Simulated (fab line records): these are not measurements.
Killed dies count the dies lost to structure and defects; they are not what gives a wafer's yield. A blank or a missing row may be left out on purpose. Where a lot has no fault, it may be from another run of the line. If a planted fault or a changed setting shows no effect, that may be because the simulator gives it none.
Comparing a struck lot with a sound one | flow n5-finfet | 38 out of 1938 route steps
Sound: the wafers L102.2, L102.3, L102.6. The struck wafers were L991.1, L991.3, L991.5. The cause comes at the end.
Order at every step that has rows: each side's tool, ch and its chambers, its first start. Under that, the readings that differ: sound wafers | struck wafers | difference of the means | sigmas: that difference in standard deviations of wafers without a fault.
alike: a reading whose means differ by less than 2 such deviations, as well as words and numbers matching on both sides. not compared: withheld readings; readings where some wafer has no value; bounds like >300 that might hide an equal value; numbers whose values overlap and for which the record gives no deviation.
A row with sigmas, a row that says differs or no value, or rows on one side alone: a step with any of these is where the two part. When numbers do not overlap yet have no deviation, they are printed without sigmas and do not part them. A reading that every wafer of one side lacks parts them only if that side has two wafers or more.

first, 9 steps without rows for these wafers: N5_BEOL_M4_ANNEAL_95 (time 240 s); N5_BEOL_M4_SPUTTER_96 (material Cu, target thk 4.5 nm, time 8.29 s); N5_BEOL_M4_ECD_50 (material Cu, target thk 300 nm); N5_BEOL_M4_ANNEAL_51 (time 90 s); N5_BEOL_M4_CMP_52 (polishes, stops on SiOC, t overpolish 6.8 s, target thk 40 nm); N5_BEOL_M4_PRE_CLEAN_60 (time 15 s); N5_BEOL_M4_CO_CAP_55 (material Co, precursor CCTBA/H2, target thk 2 nm, time 102.1 s); N5_BEOL_M4_PRE_CLEAN_56 (time 15 s); N5_BEOL_M4_DEP_57 (deposits SiCN from 3MS/NH3, target thk 8 nm, time 14 s).
N5_BEOL_M4_RC_MEAS_101:
  sound on prober-02 ch 0, day 14 12:44; struck on prober-01 ch 0, day 13 07:28
  alike: DIBL_N, DIBL_P, IOFF_N, IOFF_P, ION_N, ION_P, SS_N, SS_P, VT_N, VT_P
then, 24 steps without rows for these wafers: N5_BEOL_M5_ILD_DEP_00 (deposits SiCOH lowk from DEMS/porogen, target thk 140.64 nm, time 25.9 s); N5_BEOL_M5_CURE_79 (cures SiCOH lowk, time 240 s); N5_BEOL_M5_PECVD_70 (deposits SiO2 from TEOS/O2, target thk 16 nm, time 18 s); N5_BEOL_M5_HM_DEP_02 (deposits TiN, target thk 20 nm); N5_BEOL_M5_COAT_59 (time 60 s, resist thk 60 nm); N5_BEOL_M5_COAT_60 (time 60 s, resist thk 12 nm); N5_BEOL_M5_COAT_71 (time 60 s, resist thk 5 nm); N5_BEOL_M5_COAT_05 (resist thk 30 nm); N5_BEOL_M5_EBR_07; N5_BEOL_M5_SOFTBAKE_06 (time 60 s); N5_BEOL_M5_EXPOSE_08 (exposes mask M5, target cd 28 nm); N5_BEOL_M5_PEB_09 (peb time 60 s); N5_BEOL_M5_DEVELOP_10 (develop time 30 s); N5_BEOL_M5_DESCUM_16 (chemistry O2, time 7 s); N5_BEOL_M5_ETCH_72 (etches underlayer in N2/H2, target depth 6.5 nm, time 5.2 s); N5_BEOL_M5_ETCH_61 (etches SiARC in CF4, target depth 15.6 nm, time 26 s); N5_BEOL_M5_ETCH_62 (etches SOC in N2/H2, target depth 75 nm, overetch 15 nm, time 112.5 s); N5_BEOL_M5_STRIP_63 (strips in N2/H2); N5_BEOL_M5_STRIP_73 (strips in N2/H2); N5_BEOL_M5_STRIP_64 (strips in CF4); N5_BEOL_M5_HM_OPEN_17 (chemistry Cl2/BCl3, target TiN, target depth 20 nm, overetch 6 nm); N5_BEOL_M5_STRIP_19 (strips in O2); N5_BEOL_M5_COAT_65 (time 60 s, resist thk 60 nm); N5_BEOL_M5_COAT_66 (time 60 s, resist thk 12 nm).
-- record jumps: 3 days separate the struck wafers' starts on either side; left off in module BEOL_M5, taken up again in module BEOL_M14, whose first shown step is the route's number 1753 --
N5_BEOL_M14_TRENCH_ETCH_34: etches SiO2 in C4F8/O2/Ar, target depth 556.65 nm, time 126.9 s.
  sound on rie-diel-03 ch 0,1,3, day 18 00:28; struck on rie-diel-03 ch 0,2,3, day 16 15:44
  no value came back on the struck wafers for any of 8 readings (C4F8_flow_sccm (sccm), O2_flow_sccm (sccm) and others); on the sound wafers C4F8_flow_sccm (sccm) reads 15.96 16.00 16.07
  reading                                     | sound | struck       | difference | sigmas
  model.SiARC_of_BEOL_M14_COAT_66.thk-nm (nm) | 0 0 0 | 65 66.2 66.4 | +66        |
  not compared: rf-hours-counter-h
N5_BEOL_M14_OCD_MEAS_35:
  sound on ocd-01 at day 18 00:38; struck on ocd-01 at day 16 15:54
  reading              | sound       | struck | difference | sigmas
  trench-depth-nm (nm) | 535 549 572 | 0 0 0  | -552       | -31
N5_BEOL_M14_CMP_49: polishes, stops on SiO2, t overpolish 5.2 s, target thk 560 nm.
  sound on cmp-01 ch 0,1, day 18 03:49; struck on cmp-04 ch 0,2,3, day 16 21:05
  reading                                 | sound             | struck  | difference | sigmas
  model.Cu_of_BEOL_M14_ECD_47.thk-nm (nm) | 537.8 551.8 574.2 | 0 0 1.6 | -554       |
  alike: barrier-field-endpoint-s, clearing-platen-rpm, motor-current-A, overpolish-run-s, time-to-endpoint-s
N5_PASSIVATION_PROBE_49:
  rows exist in the record for the struck wafers here (prober-01, day 17 18:24), but not for the sound ones

## WHERE THEY PART
First at N5_BEOL_M14_TRENCH_ETCH_34; last, within this record, at N5_PASSIVATION_PROBE_49.

WHY: what had been put in by the simulator
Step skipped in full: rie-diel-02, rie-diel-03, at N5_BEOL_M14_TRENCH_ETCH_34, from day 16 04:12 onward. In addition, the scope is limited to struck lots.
